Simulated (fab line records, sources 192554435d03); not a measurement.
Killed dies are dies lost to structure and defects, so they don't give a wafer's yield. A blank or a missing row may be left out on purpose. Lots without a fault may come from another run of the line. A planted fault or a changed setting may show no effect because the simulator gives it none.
Chamber matching | flow n5_finfet | N5_MIM_TOP_ALD_00 on ald_hk-01: 4 sister chambers
The step deposits Al2O3, purge time 3 s, co reactant pulse time 3 s. 8 wafers are shown with their chamber, then 8 later ones without.

WAFERS WITH THEIR CHAMBER
wafer  | chamber | precursor_pulse_height_rel
L077.1 | 0       | 0.998
L081.2 | 2       | 1.016
L081.3 | 0       | 0.996
L088.6 | 1       | 0.977
L087.2 | 1       | 1.031
L087.3 | 2       | 0.993
L087.4 | 3       | 0.977
L093.1 | 3       | 0.986

WAFERS WITHOUT THEIR CHAMBER
wafer  | precursor_pulse_height_rel
L093.2 | 0.974
L093.3 | 1.007
L092.1 | 1.013
L092.2 | 0.972
L092.3 | 0.993
L097.1 | 0.992
L097.3 | 1.006
L097.6 | 1.055

WHICH CHAMBER EACH WENT THROUGH
wafer  | from the rows above               | in truth
L093.2 | can't be placed: 3 or 0 or 1 or 2 | 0
L093.3 | can't be placed: 2 or 1 or 0 or 3 | 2
L092.1 | can't be placed: 2 or 1 or 0 or 3 | 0
L092.2 | can't be placed: 3 or 0 or 1 or 2 | 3
L092.3 | can't be placed: 0 or 1 or 2 or 3 | 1
L097.1 | can't be placed: 0 or 3 or 1 or 2 | 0
L097.3 | can't be placed: 2 or 1 or 0 or 3 | 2
L097.6 | can't be placed: 2 or 1 or 0 or 3 | 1
Placed correctly: 0 of 8. Can't be placed from these rows: 8 (the true chamber is among the candidates in 8). Placed wrongly: 0.
How it was worked out, from the rows above alone: a wafer's distance from a chamber is the root of the sum, over the readings, of the square of ((its reading less the chamber's mean) divided by the reading's scatter). The wafer belongs to the nearest chamber; if the next one is less than 2 further off, it can't be placed. A chamber's mean is the mean of its shown wafers. The scatter: the root of (the sum of the squares of (reading less its chamber's mean) over the shown wafers, divided by (wafers less chambers)).
